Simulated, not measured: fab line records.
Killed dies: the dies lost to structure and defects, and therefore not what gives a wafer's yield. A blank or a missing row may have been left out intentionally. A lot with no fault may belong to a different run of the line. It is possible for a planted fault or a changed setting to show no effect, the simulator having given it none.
Matching of chambers -- flow nand-harc -- NHARC_A_CHANNEL_HOLE_D1_ETCH_38 on rie-diel-05: 4 sister chambers
The step etches the open film in CF4, target depth 39 nm, time 65 s. 4 wafers are shown with their chamber, then 9 later ones without.

== EACH WAFER AND ITS CHAMBER ==
wafer,chamber,showerhead-plenum-p-Torr (Torr)
L078.6,2,1.70
L086.6,3,1.65
L088.5,0,1.84
L088.6,1,1.73

== WAFERS WHOSE CHAMBER IS MISSING ==
wafer,showerhead-plenum-p-Torr (Torr)
L090.2,1.65
L090.4,1.72
L090.5,1.84
L092.4,1.65
L092.5,1.72
L092.6,1.69
L097.2,1.72
L097.3,1.69
L097.5,1.91

== WHICH CHAMBER EACH WENT THROUGH ==
wafer,from the rows above,in truth
L090.2,3,3
L090.4,can't be placed: 1 or 2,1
L090.5,0,0
L092.4,3,3
L092.5,can't be placed: 1 or 2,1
L092.6,can't be placed: 2 or 1 or 3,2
L097.2,can't be placed: 1 or 2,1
L097.3,can't be placed: 2 or 1 or 3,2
L097.5,0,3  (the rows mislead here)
Placed correctly: 3 of 9. From these rows, 5 cannot be placed; in 5 the true chamber is one of the candidates. 1 placed wrongly.
How it was worked out, from the rows above alone: a wafer's distance from a chamber is the root of the sum, over the readings, of the square of ((its reading less the chamber's mean) divided by the reading's scatter). The wafer belongs to the nearest chamber; if the next one is less than 2 further off, it can't be placed. For every chamber, the mean is computed from those of its wafers that are shown. The scatter (one wafer shown for each chamber): square how far every hidden wafer sits from the nearest shown wafer, average those squares and take the square root.
